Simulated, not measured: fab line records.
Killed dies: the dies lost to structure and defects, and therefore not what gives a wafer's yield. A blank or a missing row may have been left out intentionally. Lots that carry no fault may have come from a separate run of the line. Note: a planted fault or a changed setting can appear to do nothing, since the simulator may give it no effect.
Code-filled problem report in 8D (eight disciplines) form / flow n5-finfet / the parts of the form that need people (team, actions taken, sign-off) are left out

1. WHAT IS WRONG
Wafers without a fault read 65.0 s, standard deviation 1.3; etch-rf-on-time-s at N5_BEOL_M10_ETCH_61 reads a mean of 81.0 s on 2 wafers belonging to 2 lots. Relative to the usual mean, that is a shift of +12 standard deviations.
The step: etches SiARC in CF4, target depth 39 nm, time 65 s.
First seen on wafer L295.3, day 12 20:38, on rie-diel-03. At this step, 30 wafers from 11 lots have a number in the record. Rule for "out" (also "out of limits"): further than 4 standard deviations from the usual mean. Any other wafer with a number is counted as sound.

2. WHAT IT IS; WHAT IT IS NOT
question=which readings at this step | is=etch-rf-on-time-s | is not=drypump-motor-current-A, oes-product-au, rf-vpp-V, showerhead-plenum-p-Torr, throttle-valve-pct
question=which lots | is=L295, L298 | is not=L289, L290, L291, L292, L294, L304, L305, L307, L308
question=which wafers of those lots | is=L295.3, L298.2 | is not=L295.1, L295.4, L298.1
question=read on which tools | is=rie-diel-03 | is not=rie-diel-04, rie-diel-06
question=when | is=from day 12 20:38 | is not=up to then (16 sound wafers); but 12 sound wafers of L298, L304, L305, L307, L308 came after

3. WHAT RULES OUT EACH SUSPECT
Counting: a tool at a process step up to the reading stays a suspect if it ran every lot that is out. Sound lots after the first of them don't rule it out here, since some wafers of a struck lot are sound.
- rie-diel-03 at N5_BEOL_M10_ETCH_61 (etches SiARC in CF4, target depth 39 nm, time 65 s): kept. Ran every lot that is out, first one L295 (day 12 20:38); last sound lot up to then L294 (day 12 20:15). Its own readings are out on those wafers: etch-rf-on-time-s.
The count leaves rie-diel-03 at N5_BEOL_M10_ETCH_61.

4. THE CAUSE (what the simulator had put in)
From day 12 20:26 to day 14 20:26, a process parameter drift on rie-diel-03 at N5_BEOL_M10_ETCH_61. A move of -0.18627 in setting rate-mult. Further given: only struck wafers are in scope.
Counting left only this tool.

5. SEQUENCE OF EFFECTS, ordered by route
Each row: a reading where the mean over the struck wafers with a number is more than 3 standard deviations away from the usual. Only readings whose record carries a usual standard deviation are examined. hours: median over the lots of the time between each lot's start at the first step of this table that gives one and its start at this step. sigmas: the change, counted in usual standard deviations.
hours=0; step=N5_BEOL_M10_ETCH_61; reading=etch-rf-on-time-s; usual=65.0 s; on struck wafers=81.0; change=+16.0; sigmas=+12
Its process steps:
- N5_BEOL_M10_ETCH_61: etches SiARC in CF4, target depth 39 nm, time 65 s.

6. WHAT WOULD HAVE CAUGHT IT SOONER
The fault began at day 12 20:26; the first out-of-limits reading in this record came at day 12 20:38, 0 hours later.
